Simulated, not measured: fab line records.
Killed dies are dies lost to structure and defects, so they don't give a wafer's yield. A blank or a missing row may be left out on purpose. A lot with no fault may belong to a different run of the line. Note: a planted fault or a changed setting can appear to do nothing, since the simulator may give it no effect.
fab line records ; flow nandHarc
record: lots: 6; wafers: 18; lastDay: 34
route steps=1302 shown A_STAIRCASE@819 END@1302
lots that met no fault: taken from a fault-free run of the same line
startH: the number of hours between the record's first day and the start of the first shown wafer of the lot ; waitH: time in hours since the lot's previous step ; " identical to the entry in the row above ; L1.1+2: a single row standing in for several wafers ; - either no value or no given start ; * or withheld: withheld ; < > ~ a bound
route shown NAME@n: NAME is a module with steps in the file, n the number in the route of the first one ; usual: mean/standard deviation of fault-free wafers ; same: alike in all rows ; chamber/n: place in a boat ; sites: the reading at each site ; _std_site: the standard deviation of these ; _edge_site: mean of outer sites minus mean of inner sites ; radiusMm: for every site, how far away it sits from the centre of the wafer ; mask NAME#n: copy n ; behind: the last tool/chamber to shape the wafer ; hold: cause of the lot's hold/its duration in hours/its outcome ; device: the transistor (n, p or np) that didn't switch ; end of line: tests run on the same wafers once the route is complete ; a step without rows: its recipe alone ; killed: count of dies lost to structure and defects at first sort (not the wafer's yield) ; map: shows each die of a wafer: x if killed, . if not, _ if none is there
set.NAME: the setting that was run; set.NAME@STEP: the one run at that earlier step ; model.NAME: the simulator's own value behind a step, which no gauge read
a table for each step, a row for each wafer; lots at some steps of the route
services: when a tool's chamber went out of use (startH, in hours from the record's first day, below 0 if earlier), for how many hours, and the reason
== steps ==
step: NHARC_A_STAIRCASE_DEP_301
recipe: targetThkA: 300; targetThkNm: 30; tempC: 400; pressureTorr: 3.5; flowSccm: 200; rfW: 350; material: SiON
usual: heaterPowerW: 805/110; showerheadVppV: 1114/52
lot.wafer;tool;chamber;startH;waitH;heaterPowerW;showerheadVppV
L752.2;pecvd-02;1;395.63;1.3;816;1123
L752.1;pecvd-02;0;395.63;1.3;782;1158
L752.4;pecvd-02;1;395.63;1.3;811;1136
L755.1;pecvd-03;2;410.44;1.6;676;1078
L755.4;pecvd-03;1;410.44;1.6;734;1020
L755.6;pecvd-03;0;410.44;1.6;629;1155
L767.3;pecvd-02;1;529.14;0.9;867;1123
L767.1;pecvd-02;2;529.14;0.9;950;1131
L767.4;pecvd-02;0;529.14;0.9;853;1182
L766.1;pecvd-04;2;531.10;1.6;754;1049
L766.6;pecvd-04;2;531.10;1.6;746;1038
L766.4;pecvd-04;0;531.10;1.6;883;1145
L769.3;pecvd-04;1;565.19;0.9;827;1124
L769.1;pecvd-04;2;565.19;0.9;828;1056
L769.5;pecvd-04;0;565.19;0.9;905;1158
L775.3;pecvd-03;2;624.13;1.0;614;1093
L775.4;pecvd-03;1;624.13;1.0;775;1024
L775.6;pecvd-03;2;624.13;1.0;613;1120
step: NHARC_A_STAIRCASE_DEHYDRATE_302
recipe: tempC: 150; timeS: 120
step: NHARC_A_STAIRCASE_HMDS_303
recipe: timeS: 30
step: NHARC_A_STAIRCASE_COAT_304
recipe: spinRpm: 1200
step: NHARC_A_STAIRCASE_SOFTBAKE_305
recipe: tempC: 135; timeS: 170
step: NHARC_A_STAIRCASE_EBR_306
step: NHARC_A_STAIRCASE_EXPOSE_307
recipe: na: 0.5; doseMj: 45.72; maskId: CHOP_50
step: NHARC_A_STAIRCASE_PEB_308
recipe: pebTempC: 115; pebTimeS: 130
step: NHARC_A_STAIRCASE_DEVELOP_309
recipe: timeS: 140
step: NHARC_A_STAIRCASE_HARDBAKE_311
recipe: tempC: 120; timeS: 140
step: NHARC_A_STAIRCASE_DESCUM_312
recipe: timeS: 3; o2FlowSccm: 200; arFlowSccm: 0; biasPowerW: 0; chemistry: O2
usual: chamberPressureMTorr: 60.00/0.053; drypumpMotorCurrentA: 5.6/0.44; o2FlowSccm: 200.0/0.58; oesProductAu: 1.002/0.0094; rfVppV: 57.8/0.95; showerheadPlenumPTorr: 1.92/0.099; throttleValvePct: 11.310/0.0089
lot.wafer;tool;chamber;startH;waitH;chamberPressureMTorr;drypumpMotorCurrentA;o2FlowSccm;oesProductAu;rfHoursCounterH;rfVppV;showerheadPlenumPTorr;throttleValvePct
L752.1;rieDiel-05;0;396.62;-;60.09;5.6;199.2;1.001;48;59.2;2.06;11.319
L752.2;rieDiel-05;1;396.62;-;60.02;5.3;199.2;1.011;53;56.8;1.82;11.295
L752.4;rieDiel-05;2;396.62;-;59.97;6.5;199.7;0.994;57;55.7;1.78;11.309
L755.1;rieDiel-01;1;411.40;-;60.00;6.2;198.6;0.996;4;57.1;2.04;11.312
L755.4;rieDiel-01;0;411.40;-;60.00;5.4;200.5;1.006;10;56.3;1.92;11.313
L755.6;rieDiel-01;1;411.40;-;60.05;6.2;198.9;0.987;-;59.9;2.04;11.313
L767.4;rieDiel-01;1;532.32;-;59.98;6.2;200.6;0.991;40;59.7;2.03;11.305
L767.1;rieDiel-01;2;532.32;-;60.01;6.0;199.7;1.004;45;57.3;2.03;11.313
L767.3;rieDiel-01;0;532.32;-;60.00;5.4;199.5;1.014;46;57.6;1.91;11.295
L766.4;rieDiel-01;0;532.43;-;60.02;5.4;200.4;1.008;46;58.0;1.91;11.297
L766.1;rieDiel-01;2;532.43;-;60.06;5.9;199.8;1.012;45;58.6;2.03;11.312
L766.6;rieDiel-01;3;532.43;-;59.93;5.1;199.9;1.012;-;58.2;1.88;11.328
L769.3;rieDiel-05;0;566.20;-;60.04;5.6;200.0;1.019;44;55.6;2.04;11.308
L769.1;rieDiel-05;1;566.20;-;60.03;5.3;200.0;0.998;46;58.2;1.80;11.304
L769.5;rieDiel-05;0;566.20;-;59.95;5.6;199.3;1.008;-;58.1;2.04;11.290
L775.3;rieDiel-13;3;624.95;-;60.00;5.7;199.5;1.006;40;57.7;1.85;11.320
L775.4;rieDiel-13;0;624.95;-;59.99;5.3;200.2;0.983;42;56.2;1.77;11.311
L775.6;rieDiel-13;1;624.95;-;60.02;5.5;199.6;0.997;-;57.2;1.83;11.303
step: NHARC_A_STAIRCASE_ETCH_313
recipe: cf4FlowSccm: 100; chf3FlowSccm: 30; arFlowSccm: 0; rfW: 500; biasW: 200; chemistry: CF4/CHF3
usual: biasW: 199.9/0.63; cf4FlowSccm: 100.0/0.35; chamberPressureMTorr: 24.999/0.025; drypumpMotorCurrentA: 5.6/0.42; oesProductAu: 0.929/0.013; rfVppV: 370.8/2.7; showerheadPlenumPTorr: 1.58/0.076; throttleValvePct: 16.802/0.0082
lot.wafer;tool;chamber;startH;waitH;biasW;cf4FlowSccm;chamberPressureMTorr;drypumpMotorCurrentA;oesProductAu;rfHoursCounterH;rfVppV;showerheadPlenumPTorr;throttleValvePct
L752.2;rieDiel-05;3;396.70;0.1;199.4;99.7;25.006;5.2;0.938;55;371.5;1.62;16.798
L752.1;rieDiel-05;0;396.70;0.1;200.4;100.0;24.996;5.6;0.922;48;374.9;1.69;16.804
L752.4;rieDiel-05;2;396.70;0.1;200.4;99.9;24.988;6.5;0.913;57;367.9;1.47;16.799
L755.1;rieDiel-01;3;411.50;0.1;199.5;99.9;25.000;5.1;0.929;12;369.1;1.55;16.812
L755.4;rieDiel-01;1;411.50;0.1;199.5;99.9;25.023;6.2;0.947;4;374.9;1.67;16.799
L755.6;rieDiel-01;3;411.50;0.1;199.7;99.8;25.008;5.1;0.929;-;371.4;1.55;16.800
L767.3;rieDiel-01;1;532.48;0.1;-;-;-;-;-;-;-;-;-
L767.4;rieDiel-01;2;532.48;0.1;-;-;-;-;-;-;-;-;-
L767.1;rieDiel-01;3;532.48;0.1;-;-;-;-;-;-;-;-;-
L766.1;rieDiel-01;0;532.57;0.1;-;-;-;-;-;-;-;-;-
L766.4;rieDiel-01;2;532.57;0.1;-;-;-;-;-;-;-;-;-
L766.6;rieDiel-01;0;532.57;0.1;-;-;-;-;-;-;-;-;-
L769.1;rieDiel-05;2;566.29;0.1;200.5;100.2;25.057;6.5;0.912;48;366.8;1.46;16.809
L769.3;rieDiel-05;0;566.29;0.1;200.0;100.2;25.035;5.5;0.936;44;374.3;1.67;16.805
L769.5;rieDiel-05;2;566.29;0.1;200.8;100.5;24.973;6.4;0.915;-;366.7;1.46;16.801
L775.3;rieDiel-13;1;625.03;0.1;200.8;100.0;24.957;5.5;0.926;37;368.9;1.51;16.799
L775.4;rieDiel-13;2;625.03;0.1;199.2;99.9;25.015;5.6;0.924;36;370.6;1.53;16.800
L775.6;rieDiel-13;1;625.03;0.1;200.0;99.8;25.005;5.6;0.921;-;369.6;1.51;16.811
step: NHARC_A_STAIRCASE_HM_OPEN_463
recipe: o2FlowSccm: 400; cosFlowSccm: 20; arFlowSccm: 0; rfW: 500; biasW: 300; chemistry: O2/COS
usual: chamberPressureMTorr: 20.001/0.018; drypumpMotorCurrentA: 5.6/0.43; o2FlowSccm: 399.7/1.2; oesProductAu: 1.003/0.0097; rfVppV: 467/3.4; showerheadPlenumPTorr: 3.13/0.15; throttleValvePct: 28.329/0.01
lot.wafer;tool;chamber;startH;waitH;chamberPressureMTorr;drypumpMotorCurrentA;o2FlowSccm;oesProductAu;rfHoursCounterH;rfVppV;showerheadPlenumPTorr;throttleValvePct
L752.2;rieDiel-05;1;-;-;20.006;5.3;399.6;1.005;53;465;2.98;28.331
L752.1;rieDiel-05;2;-;-;20.013;6.5;401.3;0.994;57;462;2.92;28.330
L752.4;rieDiel-05;3;-;-;19.999;5.2;399.6;1.007;55;468;3.21;28.337
L755.1;rieDiel-01;2;-;-;19.965;5.9;400.6;1.008;10;472;3.32;28.335
L755.4;rieDiel-01;3;-;-;19.994;5.1;397.8;1.010;12;467;3.09;28.340
L755.6;rieDiel-01;1;-;-;19.976;6.2;400.2;1.000;-;471;3.32;28.324
L767.3;rieDiel-01;1;532.63;0.1;20.007;6.2;401.2;1.006;40;471;3.30;28.335
L767.4;rieDiel-01;3;532.63;0.1;20.016;5.1;400.1;1.015;43;466;3.07;28.339
L767.1;rieDiel-01;0;532.63;0.1;20.005;5.4;400.7;1.002;47;468;3.12;28.320
L766.4;rieDiel-01;1;532.86;0.3;20.002;6.2;399.2;0.999;40;472;3.30;28.324
L766.1;rieDiel-01;2;532.86;0.3;20.010;6.0;402.2;1.005;45;471;3.30;28.305
L766.6;rieDiel-01;3;532.86;0.3;19.982;5.1;399.6;1.013;-;465;3.07;28.327
L769.1;rieDiel-05;0;-;-;19.998;5.6;397.3;1.009;44;471;3.32;28.330
L769.3;rieDiel-05;2;-;-;19.998;6.5;399.8;0.991;49;463;2.89;28.340
L769.5;rieDiel-05;1;-;-;19.993;5.3;398.0;1.003;-;463;2.95;28.326
L775.4;rieDiel-13;3;-;-;19.990;5.7;399.3;1.001;40;464;3.03;28.317
L775.3;rieDiel-13;1;-;-;20.056;5.5;400.2;1.001;37;465;2.99;28.305
L775.6;rieDiel-13;0;-;-;20.001;5.3;402.2;1.009;-;462;2.90;28.321
step: NHARC_END_SORT_01
recipe: tempC: 25
usual: killedAtArray: 59/24; killedAtOther: 0.7/1.2; killedAtPeriphery: 3.5/2.6; killedDies: 63/24; killedOpen: 3.2/2.1; killedShort: 2.4/1.5
same: grossDies: 677
lot.wafer;tool;chamber;startH;waitH;killedAtArray;killedAtOther;killedAtPeriphery;killedDies;killedOpen;killedShort
L767.1;prober-01;0;707.84;2.5;670;0;7;677;2;4
L767.3;prober-01;0;709.46;3.1;669;0;8;677;5;3
L767.4;prober-01;0;710.27;3.4;674;0;3;677;1;3
L766.1;prober-02;0;707.85;2.5;673;0;4;677;5;3
L766.4;prober-02;0;710.28;3.4;676;1;0;677;2;1
L766.6;prober-02;0;711.91;4.1;676;0;1;677;3;2
killed by level:class
L767.1 A_STAIRCASE:areaEtch=621 A_CHANNEL_HOLE_D2:chamberFilmFlake=24 A_CONTACT:chamberFilmFlake=9 A_SLIT:chamberFilmFlake=4 A_CHANNEL_HOLE_D1:chamberFilmFlake=3 A_ONON_D1:geometricParticle:short=2 P_STI:chamberFilmFlake=2 P_GATE:chamberFilmFlake=2
L766.1 A_STAIRCASE:areaEtch=623 A_CHANNEL_HOLE_D1:chamberFilmFlake=35 A_SLIT:chamberFilmFlake=4 A_ZERO_WELL:chamberFilmFlake=3 A_ONON_D1:geometricParticle:open=2 P_CONTACT:geometricParticle:short=1 P_M0:geometricParticle:open=1 P_M2:geometricParticle:open=1
L767.3 A_STAIRCASE:areaEtch=632 A_CHANNEL_HOLE_D2:chamberFilmFlake=18 A_CHANNEL_HOLE_D1:chamberFilmFlake=4 P_GATE:chamberFilmFlake=3 A_ZERO_WELL:chamberFilmFlake=3 A_M0:geometricParticle:open=2 P_ZERO_WELL:chamberFilmFlake=2 A_SLIT:chamberFilmFlake=2
L767.4 A_STAIRCASE:areaEtch=621 A_CHANNEL_HOLE_D2:chamberFilmFlake=27 A_CONTACT:chamberFilmFlake=9 A_STAIRCASE:chamberFilmFlake=4 A_CHANNEL_HOLE_D1:chamberFilmFlake=3 A_SLIT:chamberFilmFlake=3 A_CHANNEL_HOLE_D1:geometricParticle:short=1 A_CHANNEL_FILL_D1:geometricParticle:short=1
L766.4 A_STAIRCASE:areaEtch=631 A_CHANNEL_HOLE_D1:chamberFilmFlake=30 A_ZERO_WELL:chamberFilmFlake=3 A_STAIRCASE:chamberFilmFlake=3 A_SLIT:chamberFilmFlake=3 A_CONTACT:chamberFilmFlake=2 A_SOURCE_PLATE:geometricParticle:short=1 A_ONON_D2:geometricParticle:open=1
L766.6 A_STAIRCASE:areaEtch=631 A_CHANNEL_HOLE_D1:chamberFilmFlake=32 A_SLIT:chamberFilmFlake=4 A_ONON_D1:geometricParticle:short=1 A_CHANNEL_FILL_D2:geometricParticle:short=1 A_SGD_CUT:geometricParticle:open=1 A_CONTACT:geometricParticle:open=1 A_M0:geometricParticle:open=1
map L766.1 (x killed, . not)
____________x____________
_________xxxxxxx_________
_______xxxxxxxxxxx_______
______xxxxxxxxxxxxx______
_____xxxxxxxxxxxxxxx_____
____xxxxxxxxxxxxxxxxx____
____xxxxxxxxxxxxxxxxx____
___xxxxxxxxxxxxxxxxxxx___
___xxxxxxxxxxxxxxxxxxx___
__xxxxxxxxxxxxxxxxxxxxx__
__xxxxxxxxxxxxxxxxxxxxx__
_xxxxxxxxxxxxxxxxxxxxxxx_
_xxxxxxxxxxxxxxxxxxxxxxx_
_xxxxxxxxxxxxxxxxxxxxxxx_
_xxxxxxxxxxxxxxxxxxxxxxx_
_xxxxxxxxxxxxxxxxxxxxxxx_
xxxxxxxxxxxxxxxxxxxxxxxxx
xxxxxxxxxxxxxxxxxxxxxxxxx
xxxxxxxxxxxxxxxxxxxxxxxxx
xxxxxxxxxxxxxxxxxxxxxxxxx
xxxxxxxxxxxxxxxxxxxxxxxxx
_xxxxxxxxxxxxxxxxxxxxxxx_
_xxxxxxxxxxxxxxxxxxxxxxx_
_xxxxxxxxxxxxxxxxxxxxxxx_
_xxxxxxxxxxxxxxxxxxxxxxx_
_xxxxxxxxxxxxxxxxxxxxxxx_
__xxxxxxxxxxxxxxxxxxxxx__
__xxxxxxxxxxxxxxxxxxxxx__
___xxxxxxxxxxxxxxxxxxx___
___xxxxxxxxxxxxxxxxxxx___
____xxxxxxxxxxxxxxxxx____
____xxxxxxxxxxxxxxxxx____
_____xxxxxxxxxxxxxxx_____
______xxxxxxxxxxxxx______
_______xxxxxxxxxxx_______
_________xxxxxxx_________
____________x____________
map L767.1 (x killed, . not)
____________x____________
_________xxxxxxx_________
_______xxxxxxxxxxx_______
______xxxxxxxxxxxxx______
_____xxxxxxxxxxxxxxx_____
____xxxxxxxxxxxxxxxxx____
____xxxxxxxxxxxxxxxxx____
___xxxxxxxxxxxxxxxxxxx___
___xxxxxxxxxxxxxxxxxxx___
__xxxxxxxxxxxxxxxxxxxxx__
__xxxxxxxxxxxxxxxxxxxxx__
_xxxxxxxxxxxxxxxxxxxxxxx_
_xxxxxxxxxxxxxxxxxxxxxxx_
_xxxxxxxxxxxxxxxxxxxxxxx_
_xxxxxxxxxxxxxxxxxxxxxxx_
_xxxxxxxxxxxxxxxxxxxxxxx_
xxxxxxxxxxxxxxxxxxxxxxxxx
xxxxxxxxxxxxxxxxxxxxxxxxx
xxxxxxxxxxxxxxxxxxxxxxxxx
xxxxxxxxxxxxxxxxxxxxxxxxx
xxxxxxxxxxxxxxxxxxxxxxxxx
_xxxxxxxxxxxxxxxxxxxxxxx_
_xxxxxxxxxxxxxxxxxxxxxxx_
_xxxxxxxxxxxxxxxxxxxxxxx_
_xxxxxxxxxxxxxxxxxxxxxxx_
_xxxxxxxxxxxxxxxxxxxxxxx_
__xxxxxxxxxxxxxxxxxxxxx__
__xxxxxxxxxxxxxxxxxxxxx__
___xxxxxxxxxxxxxxxxxxx___
___xxxxxxxxxxxxxxxxxxx___
____xxxxxxxxxxxxxxxxx____
____xxxxxxxxxxxxxxxxx____
_____xxxxxxxxxxxxxxx_____
______xxxxxxxxxxxxx______
_______xxxxxxxxxxx_______
_________xxxxxxx_________
____________x____________
== services ==
tool;chamber;startH;hours;kind
rieDiel-01;-;380.95;9.0;pm
rieDiel-01;0;380.95;9.0;ventCycle
pecvd-04;0;401.05;19.2;repair
pecvd-02;-;406.45;1.0;repair
rieDiel-05;-;406.63;9.0;pm
pecvd-02;-;408.01;13.0;pm
rieDiel-01;-;431.97;0.4;repair
rieDiel-13;2;445.07;16.4;repair
pecvd-03;-;449.71;0.7;repair
pecvd-04;-;450.35;13.0;pm
rieDiel-01;3;452.02;15.6;repair
pecvd-03;2;466.45;5.7;repair
pecvd-02;-;477.80;1.5;repair
pecvd-03;-;485.79;0.9;repair
rieDiel-13;0;499.96;6.0;repair
rieDiel-05;3;519.22;5.4;repair
rieDiel-13;-;520.19;9.0;pm
pecvd-03;-;545.62;1.8;repair
pecvd-03;-;547.79;13.0;pm
rieDiel-01;-;557.95;9.0;pm
rieDiel-05;-;583.68;9.0;pm
rieDiel-01;3;587.32;13.6;repair
pecvd-02;-;589.01;13.0;pm
rieDiel-01;1;607.46;7.0;repair
== key ==
firstSign: step: NHARC_A_STAIRCASE_ETCH_313; reading: toolRecord; direction: missing
effect: step: NHARC_END_SORT_01; reading: killedAtArray; direction: up; sigmas: 26; usual: 59; struck: 673
moreKillsBornAt: NHARC_A_STAIRCASE_ETCH_313@rieDiel-01: 3759
metAt NHARC_A_STAIRCASE_ETCH_313
struckWafers L766.1,L766.4,L766.6,L767.1,L767.3,L767.4
laterRowsLeftOut L766.1,L766.4,L766.6,L767.1,L767.3,L767.4
testerLeftOut L766,L767
onsetBetween 411.50 532.48
fault: kind: skippedStepWhole; tool: rieDiel-01; chamber: -; onsetH: 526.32; steps: NHARC_A_STAIRCASE_ETCH_313; scope: struckLotsOnly
testerLeftOut: of these lots the tester's yield and bins aren't shown, on N5 and GAA mostly nor the transistor test; their killed dies are dies lost to structure and defects alone, not to doping, threshold or leakage, so they don't give the yield
laterRowsLeftOut: the simulator's readings of these wafers behind a module that went badly wrong aren't trusted and aren't shown, but for the sort
